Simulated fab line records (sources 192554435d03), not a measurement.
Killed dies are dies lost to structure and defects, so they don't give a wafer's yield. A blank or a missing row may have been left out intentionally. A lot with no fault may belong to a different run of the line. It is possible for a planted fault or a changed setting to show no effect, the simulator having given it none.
Which tool was responsible? :: flow n5-finfet :: 72 wafers from 24 lots sampled at 4 of the route's 1938 steps

WHAT THE GAUGES READ, wafer by wafer
N5_SDB_CD_MEAS_11 targets a cd of 50 nm.
lot: L074
measured: day 3 18:55
on: cd-sem-03
cd-nm (nm): 51.3 50.7 51.6

lot: L075
measured: day 4 00:17
on: cd-sem-03
cd-nm (nm): 51.1 51.2 50.1

lot: L076
measured: day 4 06:59
on: cd-sem-03
cd-nm (nm): 49.2 50.4 49.3

lot: L077
measured: day 4 14:22
on: cd-sem-03
cd-nm (nm): 50.9 51.2 50.9

lot: L078
measured: day 4 19:14
on: cd-sem-02
cd-nm (nm): 50.7 50.6 50.4

lot: L079
measured: day 5 02:24
on: cd-sem-02
cd-nm (nm): 50.4 51.8 51.7

lot: L080
measured: day 5 09:05
on: cd-sem-02
cd-nm (nm): 48.8 49.0 48.6

lot: L081
measured: day 5 17:44
on: cd-sem-03
cd-nm (nm): 49.1 49.8 50.6

lot: L082
measured: day 5 23:05
on: cd-sem-02
cd-nm (nm): 50.5 50.3 51.0

lot: L083
measured: day 6 07:44
on: cd-sem-03
cd-nm (nm): 52.0 51.1 52.0

lot: L084
measured: day 6 16:04
on: cd-sem-02
cd-nm (nm): 51.8 51.8 51.2

lot: L085
measured: day 6 19:57
on: cd-sem-03
cd-nm (nm): 49.5 49.9 51.4

lot: L086
measured: day 6 23:22
on: cd-sem-03
cd-nm (nm): 51.3 50.4 49.8

lot: L087
measured: day 7 03:53
on: cd-sem-02
cd-nm (nm): 50.1 49.7 48.7

lot: L088
measured: day 7 07:38
on: cd-sem-03
cd-nm (nm): 49.9 50.6 50.6

lot: L089
measured: day 7 14:31
on: cd-sem-02
cd-nm (nm): 51.4 50.6 51.3

lot: L090
measured: day 7 16:32
on: cd-sem-03
cd-nm (nm): 50.8 50.1 50.7

lot: L091
measured: day 8 01:36
on: cd-sem-03
cd-nm (nm): 51.3 51.3 52.4

lot: L092
measured: day 8 10:34
on: cd-sem-01
cd-nm (nm): 51.2 50.9 50.7

lot: L093
measured: day 8 11:20
on: cd-sem-03
cd-nm (nm): 50.4 51.7 52.4

lot: L094
measured: day 8 18:24
on: cd-sem-01
cd-nm (nm): 51.5 51.6 49.8

lot: L095
measured: day 8 23:10
on: cd-sem-02
cd-nm (nm): 49.9 50.5 48.9

lot: L096
measured: day 9 03:14
on: cd-sem-03
cd-nm (nm): 49.1 49.3 50.6

lot: L097
measured: day 9 11:53
on: cd-sem-01
cd-nm (nm): 52.2 51.4 50.8

N5_HKMG_FIN_THK_MEAS_70: measures by xrf.
lot: L074
measured: day 4 05:38
on: film-metro-02
HK_THK (nm): 1.629 1.642 1.606

lot: L075
measured: day 4 09:57
on: film-metro-02
HK_THK (nm): 1.615 1.642 1.620

lot: L076
measured: day 4 15:53
on: film-metro-01
HK_THK (nm): 1.601 1.581 1.614

lot: L077
measured: day 4 23:17
on: film-metro-01
HK_THK (nm): 1.618 1.604 1.630

lot: L078
measured: day 5 04:20
on: film-metro-01
HK_THK (nm): 1.608 1.590 1.608

lot: L079
measured: day 5 12:13
on: film-metro-02
HK_THK (nm): 1.597 1.596 1.644

lot: L080
measured: day 5 17:56
on: film-metro-02
HK_THK (nm): 1.607 1.601 1.623

lot: L081
measured: day 6 02:01
on: film-metro-01
HK_THK (nm): 1.615 1.615 1.613

lot: L082
measured: day 6 07:29
on: film-metro-02
HK_THK (nm): 1.605 1.586 1.599

lot: L083
measured: day 6 15:38
on: film-metro-02
HK_THK (nm): 1.627 1.618 1.604

lot: L084
measured: day 7 01:02
on: film-metro-02
HK_THK (nm): 1.584 1.582 1.605

lot: L085
measured: day 7 04:37
on: film-metro-02
HK_THK (nm): 1.629 1.584 1.637

lot: L086
measured: day 7 07:55
on: film-metro-02
HK_THK (nm): 1.608 1.625 1.575

lot: L087
measured: day 7 12:02
on: film-metro-01
HK_THK (nm): 1.606 1.606 1.582

lot: L088
measured: day 7 16:17
on: film-metro-01
HK_THK (nm): 1.599 1.598 1.604

lot: L089
measured: day 7 22:53
on: film-metro-01
HK_THK (nm): 1.609 1.598 1.616

lot: L090
measured: day 8 00:26
on: film-metro-02
HK_THK (nm): 1.558 1.624 1.616

lot: L091
measured: day 8 10:09
on: film-metro-02
HK_THK (nm): 1.660 1.569 1.614

lot: L092
measured: day 8 19:17
on: film-metro-01
HK_THK (nm): 1.595 1.624 1.627

lot: L093
measured: day 8 19:55
on: film-metro-01
HK_THK (nm): 1.617 1.585 1.622

lot: L094
measured: day 9 03:07
on: film-metro-01
HK_THK (nm): 1.610 1.626 1.613

lot: L095
measured: day 9 07:24
on: film-metro-01
HK_THK (nm): 1.609 1.595 1.647

lot: L096
measured: day 9 11:31
on: film-metro-01
HK_THK (nm): 1.604 1.620 1.619

lot: L097
measured: day 9 20:10
on: film-metro-02
HK_THK (nm): 1.650 1.596 1.624

TOOL THAT RAN EACH LOT (tool first, then ch and the chambers of the sampled wafers, then the start)
lot: L074
N5_SDB_HM_DEP_00: pecvd-02 ch 0,1,2, day 3 18:28
N5_SDB_HM_OPEN_20: rie-diel-04 ch 0,1,3, day 3 19:34

lot: L075
N5_SDB_HM_DEP_00: pecvd-04 ch 1,2, day 3 23:50
N5_SDB_HM_OPEN_20: rie-diel-05 ch 1,2,3, day 4 00:46

lot: L076
N5_SDB_HM_DEP_00: pecvd-02 ch 0,1, day 4 06:32
N5_SDB_HM_OPEN_20: rie-diel-04 ch 1,2, day 4 07:20

lot: L077
N5_SDB_HM_DEP_00: pecvd-02 ch 0,1, day 4 13:55
N5_SDB_HM_OPEN_20: rie-diel-04 ch 0,1,3, day 4 14:41

lot: L078
N5_SDB_HM_DEP_00: pecvd-02 ch 0,1,2, day 4 18:47
N5_SDB_HM_OPEN_20: rie-diel-04 ch 1,3, day 4 19:35

lot: L079
N5_SDB_HM_DEP_00: pecvd-02 ch 0,1,2, day 5 01:57
N5_SDB_HM_OPEN_20: rie-diel-02 ch 0,1,2, day 5 02:43

lot: L080
N5_SDB_HM_DEP_00: pecvd-03 ch 1,2, day 5 08:38
N5_SDB_HM_OPEN_20: rie-diel-04 ch 0,1, day 5 09:24

lot: L081
N5_SDB_HM_DEP_00: pecvd-02 ch 0,1,2, day 5 17:25
N5_SDB_HM_OPEN_20: rie-diel-02 ch 0,1,2, day 5 18:26

lot: L082
N5_SDB_HM_DEP_00: pecvd-04 ch 0,1,2, day 5 22:46
N5_SDB_HM_OPEN_20: rie-diel-02 ch 0,1, day 5 23:24

lot: L083
N5_SDB_HM_DEP_00: pecvd-04 ch 0,1, day 6 07:25
N5_SDB_HM_OPEN_20: rie-diel-02 ch 1,2,3, day 6 08:04

lot: L084
N5_SDB_HM_DEP_00: pecvd-02 ch 0,2, day 6 15:37
N5_SDB_HM_OPEN_20: rie-diel-05 ch 0,1,3, day 6 16:23

lot: L085
N5_SDB_HM_DEP_00: pecvd-03 ch 1,2, day 6 19:37
N5_SDB_HM_OPEN_20: rie-diel-05 ch 1,3, day 6 20:16

lot: L086
N5_SDB_HM_DEP_00: pecvd-04 ch 0,1, day 6 22:55
N5_SDB_HM_OPEN_20: rie-diel-05 ch 0,1,2, day 6 23:41

lot: L087
N5_SDB_HM_DEP_00: pecvd-02 ch 0,1,2, day 7 03:26
N5_SDB_HM_OPEN_20: rie-diel-05 ch 0,2, day 7 04:13

lot: L088
N5_SDB_HM_DEP_00: pecvd-04 ch 0,2, day 7 07:19
N5_SDB_HM_OPEN_20: rie-diel-02 ch 1,2,3, day 7 07:58

lot: L089
N5_SDB_HM_DEP_00: pecvd-03 ch 1,2, day 7 14:04
N5_SDB_HM_OPEN_20: rie-diel-05 ch 1,2, day 7 15:11

lot: L090
N5_SDB_HM_DEP_00: pecvd-02 ch 0,1, day 7 16:12
N5_SDB_HM_OPEN_20: rie-diel-04 ch 0,1,3, day 7 16:50

lot: L091
N5_SDB_HM_DEP_00: pecvd-04 ch 0,1,2, day 8 01:09
N5_SDB_HM_OPEN_20: rie-diel-04 ch 2,3, day 8 01:55

lot: L092
N5_SDB_HM_DEP_00: pecvd-02 ch 0,1,2, day 8 10:14
N5_SDB_HM_OPEN_20: rie-diel-04 ch 1,2,3, day 8 10:53

lot: L093
N5_SDB_HM_DEP_00: pecvd-03 ch 0,1,2, day 8 10:53
N5_SDB_HM_OPEN_20: rie-diel-04 ch 0,1,3, day 8 11:39

lot: L094
N5_SDB_HM_DEP_00: pecvd-02 ch 0,1,2, day 8 17:58
N5_SDB_HM_OPEN_20: rie-diel-02 ch 1,2, day 8 18:43

lot: L095
N5_SDB_HM_DEP_00: pecvd-04 ch 0,2, day 8 22:51
N5_SDB_HM_OPEN_20: rie-diel-04 ch 0,1, day 8 23:29

lot: L096
N5_SDB_HM_DEP_00: pecvd-02 ch 0,2, day 9 02:55
N5_SDB_HM_OPEN_20: rie-diel-05 ch 1,2,3, day 9 03:34

lot: L097
N5_SDB_HM_DEP_00: pecvd-03 ch 0,1,2, day 9 11:28
N5_SDB_HM_OPEN_20: rie-diel-02 ch 0,1,3, day 9 12:12
- N5_SDB_HM_DEP_00: deposits SiNx from SiH4/NH3/N2, target thk 40 nm, time 35.3 s.
- N5_SDB_HM_OPEN_20: chemistry CH3F/O2, target SiNx, stops on poly-Si, target depth 24 nm.

AS READ BY THE TOOLS THEMSELVES (means over the sampled wafers that have a number; for cases with no such wafer, the mark the record gives instead)
N5_SDB_HM_DEP_00.
lot: L074
tool: pecvd-02
heater-power-w (W): 811
showerhead-plenum-p-Torr (Torr): 5.17
susceptor-temp-C (C): 399.91
throttle-valve-pct (%): 40.0

lot: L075
tool: pecvd-04
heater-power-w (W): 667
showerhead-plenum-p-Torr (Torr): 5.27
susceptor-temp-C (C): 400.11
throttle-valve-pct (%): 38.4

lot: L076
tool: pecvd-02
heater-power-w (W): 820
showerhead-plenum-p-Torr (Torr): 5.17
susceptor-temp-C (C): 399.95
throttle-valve-pct (%): 41.5

lot: L077
tool: pecvd-02
heater-power-w (W): 807
showerhead-plenum-p-Torr (Torr): 5.21
susceptor-temp-C (C): 400.08
throttle-valve-pct (%): 40.5

lot: L078
tool: pecvd-02
heater-power-w (W): 817
showerhead-plenum-p-Torr (Torr): 5.18
susceptor-temp-C (C): 400.06
throttle-valve-pct (%): 40.0

lot: L079
tool: pecvd-02
heater-power-w (W): 853
showerhead-plenum-p-Torr (Torr): 5.16
susceptor-temp-C (C): 400.21
throttle-valve-pct (%): 40.1

lot: L080
tool: pecvd-03
heater-power-w (W): 619
showerhead-plenum-p-Torr (Torr): 5.12
susceptor-temp-C (C): 399.96
throttle-valve-pct (%): 39.5

lot: L081
tool: pecvd-02
heater-power-w (W): 824
showerhead-plenum-p-Torr (Torr): 5.17
susceptor-temp-C (C): 399.90
throttle-valve-pct (%): 40.0

lot: L082
tool: pecvd-04
heater-power-w (W): 695
showerhead-plenum-p-Torr (Torr): 5.20
susceptor-temp-C (C): 399.99
throttle-valve-pct (%): 38.1

lot: L083
tool: pecvd-04
heater-power-w (W): 718
showerhead-plenum-p-Torr (Torr): 5.27
susceptor-temp-C (C): 400.00
throttle-valve-pct (%): 39.6

lot: L084
tool: pecvd-02
heater-power-w (W): 887
showerhead-plenum-p-Torr (Torr): 5.13
susceptor-temp-C (C): 400.04
throttle-valve-pct (%): 39.9

lot: L085
tool: pecvd-03
heater-power-w (W): 686
showerhead-plenum-p-Torr (Torr): 5.12
susceptor-temp-C (C): 400.07
throttle-valve-pct (%): 39.4

lot: L086
tool: pecvd-04
heater-power-w (W): 720
showerhead-plenum-p-Torr (Torr): 5.19
susceptor-temp-C (C): 399.95
throttle-valve-pct (%): 39.4

lot: L087
tool: pecvd-02
heater-power-w (W): 772
showerhead-plenum-p-Torr (Torr): 5.17
susceptor-temp-C (C): 399.95
throttle-valve-pct (%): 40.2

lot: L088
tool: pecvd-04
heater-power-w (W): 687
showerhead-plenum-p-Torr (Torr): 5.14
susceptor-temp-C (C): 399.95
throttle-valve-pct (%): 36.6

lot: L089
tool: pecvd-03
heater-power-w (W): 682
showerhead-plenum-p-Torr (Torr): 5.09
susceptor-temp-C (C): 399.91
throttle-valve-pct (%): 40.7

lot: L090
tool: pecvd-02
heater-power-w (W): 773
showerhead-plenum-p-Torr (Torr): 5.17
susceptor-temp-C (C): 400.06
throttle-valve-pct (%): 41.6

lot: L091
tool: pecvd-04
heater-power-w (W): 724
showerhead-plenum-p-Torr (Torr): 5.19
susceptor-temp-C (C): 399.87
throttle-valve-pct (%): 38.1

lot: L092
tool: pecvd-02
heater-power-w (W): 781
showerhead-plenum-p-Torr (Torr): 5.17
susceptor-temp-C (C): 400.14
throttle-valve-pct (%): 40.1

lot: L093
tool: pecvd-03
heater-power-w (W): 712
showerhead-plenum-p-Torr (Torr): 5.15
susceptor-temp-C (C): 400.07
throttle-valve-pct (%): 39.9

lot: L094
tool: pecvd-02
heater-power-w (W): 763
showerhead-plenum-p-Torr (Torr): 5.17
susceptor-temp-C (C): 399.93
throttle-valve-pct (%): 40.1

lot: L095
tool: pecvd-04
heater-power-w (W): 612
showerhead-plenum-p-Torr (Torr): 5.14
susceptor-temp-C (C): 399.99
throttle-valve-pct (%): 36.8

lot: L096
tool: pecvd-02
heater-power-w (W): 880
showerhead-plenum-p-Torr (Torr): 5.13
susceptor-temp-C (C): 399.98
throttle-valve-pct (%): 40.1

lot: L097
tool: pecvd-03
heater-power-w (W): 699
showerhead-plenum-p-Torr (Torr): 5.16
susceptor-temp-C (C): 399.91
throttle-valve-pct (%): 40.0

N5_SDB_HM_OPEN_20.
lot: L074
tool: rie-diel-04
bias-w (W): 73.08
drypump-motor-current-A (A): 5.6
mfc-ar-sccm (sccm): 149.8
oes-product-au (a.u.): 0.59
rf-vpp-V (V): 299
showerhead-plenum-p-Torr (Torr): 1.97
throttle-valve-pct (%): 16.41

lot: L075
tool: rie-diel-05
bias-w (W): 72.81
drypump-motor-current-A (A): 5.7
mfc-ar-sccm (sccm): 150.2
oes-product-au (a.u.): 0.61
rf-vpp-V (V): 299
showerhead-plenum-p-Torr (Torr): 1.97
throttle-valve-pct (%): 16.41

lot: L076
tool: rie-diel-04
bias-w (W): 73.13
drypump-motor-current-A (A): 5.0
mfc-ar-sccm (sccm): 150.5
oes-product-au (a.u.): 0.71
rf-vpp-V (V): 299
showerhead-plenum-p-Torr (Torr): 2.00
throttle-valve-pct (%): 16.26

lot: L077
tool: rie-diel-04
bias-w (W): 73.32
drypump-motor-current-A (A): 5.6
mfc-ar-sccm (sccm): 150.0
oes-product-au (a.u.): 0.59
rf-vpp-V (V): 297
showerhead-plenum-p-Torr (Torr): 1.96
throttle-valve-pct (%): 16.42

lot: L078
tool: rie-diel-04
bias-w (W): 73.18
drypump-motor-current-A (A): 5.4
mfc-ar-sccm (sccm): 150.1
oes-product-au (a.u.): 0.59
rf-vpp-V (V): 299
showerhead-plenum-p-Torr (Torr): 2.02
throttle-valve-pct (%): 16.46

lot: L079
tool: rie-diel-02
bias-w (W): 72.90
drypump-motor-current-A (A): 5.5
mfc-ar-sccm (sccm): 150.1
oes-product-au (a.u.): 0.66
rf-vpp-V (V): 295
showerhead-plenum-p-Torr (Torr): 2.02
throttle-valve-pct (%): 16.30

lot: L080
tool: rie-diel-04
bias-w (W): 73.30
drypump-motor-current-A (A): 5.7
mfc-ar-sccm (sccm): 149.8
oes-product-au (a.u.): 0.61
rf-vpp-V (V): 294
showerhead-plenum-p-Torr (Torr): 1.97
throttle-valve-pct (%): 16.50

lot: L081
tool: rie-diel-02
bias-w (W): 73.12
drypump-motor-current-A (A): 5.5
mfc-ar-sccm (sccm): 149.9
oes-product-au (a.u.): 0.65
rf-vpp-V (V): 294
showerhead-plenum-p-Torr (Torr): 2.02
throttle-valve-pct (%): 16.31

lot: L082
tool: rie-diel-02
bias-w (W): 72.97
drypump-motor-current-A (A): 5.2
mfc-ar-sccm (sccm): 150.1
oes-product-au (a.u.): 0.69
rf-vpp-V (V): 296
showerhead-plenum-p-Torr (Torr): 2.01
throttle-valve-pct (%): 16.15

lot: L083
tool: rie-diel-02
bias-w (W): 73.03
drypump-motor-current-A (A): 5.4
mfc-ar-sccm (sccm): 150.2
oes-product-au (a.u.): 0.70
rf-vpp-V (V): 293
showerhead-plenum-p-Torr (Torr): 2.06
throttle-valve-pct (%): 16.23

lot: L084
tool: rie-diel-05
bias-w (W): 73.19
drypump-motor-current-A (A): 5.4
mfc-ar-sccm (sccm): 150.0
oes-product-au (a.u.): 0.69
rf-vpp-V (V): 298
showerhead-plenum-p-Torr (Torr): 2.02
throttle-valve-pct (%): 16.15

lot: L085
tool: rie-diel-05
bias-w (W): 72.78
drypump-motor-current-A (A): 5.6
mfc-ar-sccm (sccm): 150.2
oes-product-au (a.u.): 0.67
rf-vpp-V (V): 301
showerhead-plenum-p-Torr (Torr): 1.99
throttle-valve-pct (%): 16.36

lot: L086
tool: rie-diel-05
bias-w (W): 72.95
drypump-motor-current-A (A): 5.5
mfc-ar-sccm (sccm): 149.7
oes-product-au (a.u.): 0.62
rf-vpp-V (V): 299
showerhead-plenum-p-Torr (Torr): 2.00
throttle-valve-pct (%): 16.20

lot: L087
tool: rie-diel-05
bias-w (W): 73.10
drypump-motor-current-A (A): 5.6
mfc-ar-sccm (sccm): 149.9
oes-product-au (a.u.): 0.61
rf-vpp-V (V): 298
showerhead-plenum-p-Torr (Torr): 2.05
throttle-valve-pct (%): 16.13

lot: L088
tool: rie-diel-02
bias-w (W): 73.12
drypump-motor-current-A (A): 5.4
mfc-ar-sccm (sccm): 149.8
oes-product-au (a.u.): 0.69
rf-vpp-V (V): 293
showerhead-plenum-p-Torr (Torr): 2.05
throttle-valve-pct (%): 16.24

lot: L089
tool: rie-diel-05
bias-w (W): 72.70
drypump-motor-current-A (A): 5.7
mfc-ar-sccm (sccm): 150.5
oes-product-au (a.u.): 0.61
rf-vpp-V (V): 300
showerhead-plenum-p-Torr (Torr): 1.97
throttle-valve-pct (%): 16.43

lot: L090
tool: rie-diel-04
bias-w (W): 73.14
drypump-motor-current-A (A): 5.6
mfc-ar-sccm (sccm): 150.0
oes-product-au (a.u.): 0.58
rf-vpp-V (V): 298
showerhead-plenum-p-Torr (Torr): 1.95
throttle-valve-pct (%): 16.47

lot: L091
tool: rie-diel-04
bias-w (W): 73.00
drypump-motor-current-A (A): 5.1
mfc-ar-sccm (sccm): 149.9
oes-product-au (a.u.): 0.68
rf-vpp-V (V): 302
showerhead-plenum-p-Torr (Torr): 1.93
throttle-valve-pct (%): 16.23

lot: L092
tool: rie-diel-04
bias-w (W): 73.15
drypump-motor-current-A (A): 5.2
mfc-ar-sccm (sccm): 150.3
oes-product-au (a.u.): 0.62
rf-vpp-V (V): 300
showerhead-plenum-p-Torr (Torr): 1.97
throttle-valve-pct (%): 16.37

lot: L093
tool: rie-diel-04
bias-w (W): 73.15
drypump-motor-current-A (A): 5.6
mfc-ar-sccm (sccm): 150.0
oes-product-au (a.u.): 0.58
rf-vpp-V (V): 298
showerhead-plenum-p-Torr (Torr): 1.95
throttle-valve-pct (%): 16.49

lot: L094
tool: rie-diel-02
bias-w (W): 73.07
drypump-motor-current-A (A): 5.6
mfc-ar-sccm (sccm): 150.1
oes-product-au (a.u.): 0.63
rf-vpp-V (V): 291
showerhead-plenum-p-Torr (Torr): 2.06
throttle-valve-pct (%): 16.38

lot: L095
tool: rie-diel-04
bias-w (W): 72.87
drypump-motor-current-A (A): 5.5
mfc-ar-sccm (sccm): 149.6
oes-product-au (a.u.): 0.58
rf-vpp-V (V): 295
showerhead-plenum-p-Torr (Torr): 2.01
throttle-valve-pct (%): 16.59

lot: L096
tool: rie-diel-05
bias-w (W): 73.10
drypump-motor-current-A (A): 5.7
mfc-ar-sccm (sccm): 149.7
oes-product-au (a.u.): 0.63
rf-vpp-V (V): 300
showerhead-plenum-p-Torr (Torr): 2.03
throttle-valve-pct (%): 16.32

lot: L097
tool: rie-diel-02
bias-w (W): 72.94
drypump-motor-current-A (A): 5.3
mfc-ar-sccm (sccm): 149.9
oes-product-au (a.u.): 0.67
rf-vpp-V (V): 296
showerhead-plenum-p-Torr (Torr): 2.00
throttle-valve-pct (%): 16.24

THE ANSWER, worked out from the rows above alone
Rule: the usual values come from the lots themselves. The widest of any qualifying gaps counts: lots, ordered by their means at a reading, are off when they make up no more than a third of the lots, leave a main group of 4 or more, and stand apart from it by 3 or more times the standard deviation of that group's means. A main group is skipped when, at the precision printed for the reading in the tables above, its means are all equal. Also off: a lot with no number at a reading for which 4 or more lots have one. Any other lot the step has rows for is counted as sound. After the gauges, taken in route order, come the tools' own readings; for these a lot's mean is taken, as printed above. At the first step where some lot is off, the reading lying furthest off is the one used; lots without a number count as furthest.
No lot is off on any of the readings shown, so nothing can be concluded from this.

WHAT WAS PUT IN BY THE SIMULATOR
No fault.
